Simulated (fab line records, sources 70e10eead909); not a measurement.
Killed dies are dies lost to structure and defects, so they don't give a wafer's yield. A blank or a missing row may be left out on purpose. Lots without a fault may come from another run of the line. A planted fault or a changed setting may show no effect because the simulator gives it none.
Which tool did it? | flow nand_harc | 11 lots, 33 wafers sampled, at 2 steps of a route of 1159

WHAT THE GAUGES READ, wafer by wafer
NHARC_P_ZERO_WELL_CD_MEAS_24: target cd 720 nm. Usual: cd_nm 720.5 nm, standard deviation 2.
lot  | measured    | on        | cd_nm (nm)        | flag
L404 | day 2 02:54 | cd_sem-02 | 722.2 723.7 722.3 |
L406 | day 2 14:35 | cd_sem-01 | 718.5 717.4 719.6 |
L407 | day 2 20:37 | cd_sem-02 | 716.2 720.4 720.2 |
L408 | day 3 02:31 | cd_sem-01 | 719.0 722.1 722.8 |
L411 | day 3 20:35 | cd_sem-03 | 718.8 715.9 720.2 |
L412 | day 4 02:35 | cd_sem-01 | 719.8 719.2 720.6 |
L416 | day 5 02:32 | cd_sem-03 | 738.8 739.5 738.2 | OFF
L418 | day 5 14:37 | cd_sem-02 | 721.3 725.1 724.6 |
L421 | day 6 08:30 | cd_sem-02 | 735.3 738.8 735.6 | OFF
L423 | day 6 20:37 | cd_sem-03 | 718.3 723.8 722.0 |
L424 | day 7 02:30 | cd_sem-03 | 719.9 720.0 718.9 |

WHICH TOOL RAN EACH LOT (tool, then ch and the chambers of the sampled wafers, then the start)
lot  | NHARC_P_ZERO_WELL_EXPOSE_21
L404 | krf_scanner-02 ch 0, day 2 02:45
L406 | krf_scanner-01 ch 0, day 2 14:26
L407 | krf_scanner-02 ch 0, day 2 20:28
L408 | krf_scanner-02 ch 0, day 3 02:22
L411 | krf_scanner-02 ch 0, day 3 20:25
L412 | krf_scanner-01 ch 0, day 4 02:26
L416 | krf_scanner-02 ch 0, day 5 02:23
L418 | krf_scanner-03 ch 0, day 5 14:28
L421 | krf_scanner-02 ch 0, day 6 08:21
L423 | krf_scanner-03 ch 0, day 6 20:27
L424 | krf_scanner-03 ch 0, day 7 02:20
- NHARC_P_ZERO_WELL_EXPOSE_21: exposes mask P NWELL, target cd 720 nm.

WHAT THE TOOLS THEMSELVES READ (means of the sampled wafers that have a number; where no wafer has one, the mark that the record gives instead)
NHARC_P_ZERO_WELL_EXPOSE_21. Usual: exposure_dose_mJ_cm2 22.305, standard deviation 0.022.
lot  | tool           | exposure_dose_mJ_cm2 | flag
L404 | krf_scanner-02 | 22.273               |
L406 | krf_scanner-01 | 22.305               |
L407 | krf_scanner-02 | 22.315               |
L408 | krf_scanner-02 | 22.328               |
L411 | krf_scanner-02 | 22.272               |
L412 | krf_scanner-01 | 22.308               |
L416 | krf_scanner-02 | 24.553               | OFF
L418 | krf_scanner-03 | 22.302               |
L421 | krf_scanner-02 | 24.546               | OFF
L423 | krf_scanner-03 | 22.321               |
L424 | krf_scanner-03 | 22.317               |

THE ANSWER, worked out from the rows above alone
Rule: a lot is off if the mean of its wafers that have a number lies more than 3 standard deviations from the usual mean. A lot without any number at a reading at which 4 lots or more have one is off too. The other lots that the step has rows for count as sound. The gauges are gone through in route order, then the tools' own readings, and for those a lot's mean is taken as printed above. The first step at which some lot is off is used, and at that step the reading that is off furthest; a lot without a number counts as furthest.
Off: L416, L421, at NHARC_P_ZERO_WELL_CD_MEAS_24 (cd_nm).
A tool fits if, at a process step before that reading, it ran every lot that is off, and no sound lot after the first of them. The gauges at NHARC_P_ZERO_WELL_CD_MEAS_24 aren't tried: what is off there is off at NHARC_P_ZERO_WELL_EXPOSE_21 too, on other tools, and a gauge's error can't cause that. One fits: krf_scanner-02 at NHARC_P_ZERO_WELL_EXPOSE_21. Its last sound lot is L411 (day 3 20:25), its first lot that is off L416 (day 5 02:23): a fault that began between those two fits.
The tool's own readings at NHARC_P_ZERO_WELL_EXPOSE_21 bear it out: on the lots that are off they differ by more than 5 times the standard deviation of the sound lots' means. exposure_dose_mJ_cm2 reads 24.550 there against 22.305 on the sound lots.

WHAT THE SIMULATOR HAD PUT IN
Process parameter drift: krf_scanner-02, from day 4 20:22 on, at NHARC_P_ZERO_WELL_EXPOSE_21. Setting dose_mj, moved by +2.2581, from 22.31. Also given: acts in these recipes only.
Lots struck among those shown: L416, L421. The rule above found the same.
